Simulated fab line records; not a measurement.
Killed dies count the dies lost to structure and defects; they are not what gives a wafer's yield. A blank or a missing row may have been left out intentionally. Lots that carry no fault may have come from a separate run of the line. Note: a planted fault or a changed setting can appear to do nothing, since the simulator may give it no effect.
One fault seen from 3 desks :: flow nand-harc :: each desk holds nothing but its own numbers, with what lay behind them at the end

THE TOOL OWNER'S DESK: wet-bench-03
The tool's own readings at NHARC_A_SGD_CUT_PRECLEAN_18 (cleans in SC1): means of the sampled wafers that have a number, for each lot that ran on this tool. Any lot whose mean is over 4 standard deviations away from the usual mean is out of limits and marked OUT; that distance is given in the brackets.
Columns: A = h2o2-flow-mL-min at NHARC_A_SGD_CUT_PRECLEAN_18, usual 56.60
lot: L120
first seen here: day 15 08:22
A: 56.63

lot: L122
first seen here: day 15 23:26
A: 56.58

lot: L133
first seen here: day 18 18:17
A: 56.68
This desk's verdict: no lot among the 3 shows anything out of limits.

THE DEFECT DESK
For each lot, the counts of the inspections along the route, averaged over the sampled wafers that have a number. Any lot whose mean is over 4 standard deviations away from the usual mean is out of limits and marked OUT; that distance is given in the brackets.
Columns: A = raw-defect-count at NHARC_A_SGD_CUT_INSPECT_11, usual 19
lot: L120
first seen here: day 15 07:20
A: 24

lot: L122
first seen here: day 15 22:24
A: 11

lot: L133
first seen here: day 18 17:14
A: 42

lot: L135
first seen here: day 19 06:34
A: 19

lot: L136
first seen here: day 19 07:27
A: 11
This desk's verdict: no lot among the 5 shows anything out of limits.

FROM THE METROLOGY DESK
What the gauges read for every lot (on any tool): the sampled wafers with a number, averaged. Any lot whose mean is over 4 standard deviations away from the usual mean is out of limits and marked OUT; that distance is given in the brackets.
Columns: A = cd-nm at NHARC_A_SGD_CUT_CD_MEAS_09, usual 100.4 nm; B = overlay-x-nm at NHARC_A_SGD_CUT_OVL_MEAS_10, usual -0.4 nm; C = overlay-y-nm at NHARC_A_SGD_CUT_OVL_MEAS_10, usual -0.2 nm; D = thk-nm at NHARC_A_SGD_CUT_THK_MEAS_22, usual 147.6 nm
lot: L120
first seen here: day 15 07:13
A: 100.2
B: -0.7
C: -0.1
D: 147.2

lot: L122
first seen here: day 15 22:16
A: 100.7
B: -0.5
C: 0.2
D: 146.7

lot: L133
first seen here: day 18 17:07
A: 100.6
B: -0.9
C: -1.3
D: 150.2

lot: L135
first seen here: day 19 06:26
A: 101.1
B: 0.2
C: -0.2
D: 146.2

lot: L136
first seen here: day 19 07:20
A: 99.5
B: 0.5
C: -0.1
D: 149.0
This desk's verdict: no lot among the 5 shows anything out of limits.

PUT TOGETHER
The tool owner's desk saw nothing out of limits.
Nothing the defect desk looked at was out of limits.
At the metrology desk, nothing out of limits was observed.

WHAT HAD BEEN PUT IN BY THE SIMULATOR
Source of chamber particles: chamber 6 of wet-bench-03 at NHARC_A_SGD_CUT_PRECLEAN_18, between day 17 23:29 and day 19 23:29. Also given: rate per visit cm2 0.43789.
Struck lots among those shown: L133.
